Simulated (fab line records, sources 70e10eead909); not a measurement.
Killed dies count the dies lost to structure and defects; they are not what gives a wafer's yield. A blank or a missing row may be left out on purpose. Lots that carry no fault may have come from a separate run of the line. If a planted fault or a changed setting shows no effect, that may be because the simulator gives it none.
Which of the tools did it?    flow nand harc    route of 1159 steps, sampled at 1 step: 7 lots, 21 wafers

## WHAT THE GAUGES READ, wafer by wafer
NHARC_P_M0_INSPECT_27.
lot   measured      on                 raw defect count
L676  day 6 13:49   defect inspect-01  200 263 148
L678  day 6 17:17   defect inspect-02  452 274 409
L681  day 7 12:27   defect inspect-02  305 292 394
L686  day 8 16:00   defect inspect-01  443 331 342
L690  day 10 00:17  defect inspect-01  296 228 367
L691  day 10 01:24  defect inspect-01  205 181 186
L692  day 10 09:15  defect inspect-02  272 178 290

## WHAT TOOL EACH LOT RAN ON (gives the tool, then ch and the chambers of the sampled wafers, and finally the start)
The record holds no process step before these readings.

## THE ANSWER, worked out from the rows above alone
Rule: usual is defined by the lots themselves. The widest of any qualifying gaps counts: lots, ordered by their means at a reading, are off when they make up no more than a third of the lots, leave a main group of 4 or more, and stand apart from it by 3 or more times the standard deviation of that group's means. A main group is skipped when, at the precision printed for the reading in the tables above, its means are all equal. A lot without any number at a reading at which 4 lots or more have one is off too. All remaining lots with rows at the step are treated as sound.
No lot is off on any of the readings shown, so nothing can be concluded from this.

## WHAT THE SIMULATOR HAD INSERTED
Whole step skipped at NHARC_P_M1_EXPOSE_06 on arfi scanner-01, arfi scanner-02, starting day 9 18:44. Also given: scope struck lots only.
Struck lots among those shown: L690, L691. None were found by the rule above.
